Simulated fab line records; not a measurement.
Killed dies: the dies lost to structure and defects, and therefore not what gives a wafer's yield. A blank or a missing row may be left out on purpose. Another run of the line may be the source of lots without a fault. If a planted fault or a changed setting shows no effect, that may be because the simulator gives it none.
Chamber matching / flow nand-harc / NHARC_A_M1_STRIP_18 on rie-diel-13: 4 sister chambers
The step strips in N2/H2. 8 wafers are shown with their chamber, then 12 later ones without.

WAFERS, EACH WITH ITS CHAMBER
wafer=L086.2; chamber=3; drypump-motor-current-A (A)=5.5; oes-product-au (a.u.)=0.994
wafer=L083.4; chamber=3; drypump-motor-current-A (A)=5.5; oes-product-au (a.u.)=0.999
wafer=L085.1; chamber=2; drypump-motor-current-A (A)=4.9; oes-product-au (a.u.)=0.980
wafer=L085.3; chamber=1; drypump-motor-current-A (A)=4.8; oes-product-au (a.u.)=1.009
wafer=L085.6; chamber=0; drypump-motor-current-A (A)=5.8; oes-product-au (a.u.)=1.019
wafer=L087.4; chamber=0; drypump-motor-current-A (A)=5.8; oes-product-au (a.u.)=1.005
wafer=L087.5; chamber=2; drypump-motor-current-A (A)=4.9; oes-product-au (a.u.)=0.993
wafer=L087.6; chamber=1; drypump-motor-current-A (A)=4.7; oes-product-au (a.u.)=1.009

WAFERS WHOSE CHAMBER IS MISSING
wafer=L088.2; drypump-motor-current-A (A)=4.9; oes-product-au (a.u.)=1.000
wafer=L088.5; drypump-motor-current-A (A)=5.5; oes-product-au (a.u.)=0.986
wafer=L088.6; drypump-motor-current-A (A)=5.7; oes-product-au (a.u.)=1.027
wafer=L093.1; drypump-motor-current-A (A)=4.9; oes-product-au (a.u.)=0.993
wafer=L093.2; drypump-motor-current-A (A)=5.5; oes-product-au (a.u.)=1.002
wafer=L093.5; drypump-motor-current-A (A)=5.8; oes-product-au (a.u.)=0.994
wafer=L095.1; drypump-motor-current-A (A)=5.5; oes-product-au (a.u.)=0.984
wafer=L095.2; drypump-motor-current-A (A)=5.7; oes-product-au (a.u.)=1.000
wafer=L095.5; drypump-motor-current-A (A)=4.7; oes-product-au (a.u.)=0.999
wafer=L094.1; drypump-motor-current-A (A)=5.7; oes-product-au (a.u.)=0.994
wafer=L094.2; drypump-motor-current-A (A)=4.9; oes-product-au (a.u.)=0.996
wafer=L094.5; drypump-motor-current-A (A)=5.7; oes-product-au (a.u.)=0.996

EACH ONE'S CHAMBER
wafer=L088.2; from the rows above=2; in truth=2
wafer=L088.5; from the rows above=3; in truth=3
wafer=L088.6; from the rows above=0; in truth=0
wafer=L093.1; from the rows above=2; in truth=2
wafer=L093.2; from the rows above=3; in truth=3
wafer=L093.5; from the rows above=0; in truth=0
wafer=L095.1; from the rows above=3; in truth=3
wafer=L095.2; from the rows above=0; in truth=0
wafer=L095.5; from the rows above=1; in truth=1
wafer=L094.1; from the rows above=can't be placed: 0 or 3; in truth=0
wafer=L094.2; from the rows above=2; in truth=2
wafer=L094.5; from the rows above=0; in truth=0
11 of 12 placed correctly. Not placeable from these rows: 1 (in 1, the candidates include the true chamber). Wrongly placed: 0.
How it was worked out, from the rows above alone: a wafer's distance from a chamber is the root of the sum, over the readings, of the square of ((its reading less the chamber's mean) divided by the reading's scatter). The wafer belongs to the nearest chamber; if the next one is less than 2 further off, it can't be placed. A chamber's mean is the mean of its shown wafers. The scatter: the root of (the sum of the squares of (reading less its chamber's mean) over the shown wafers, divided by (wafers less chambers)).
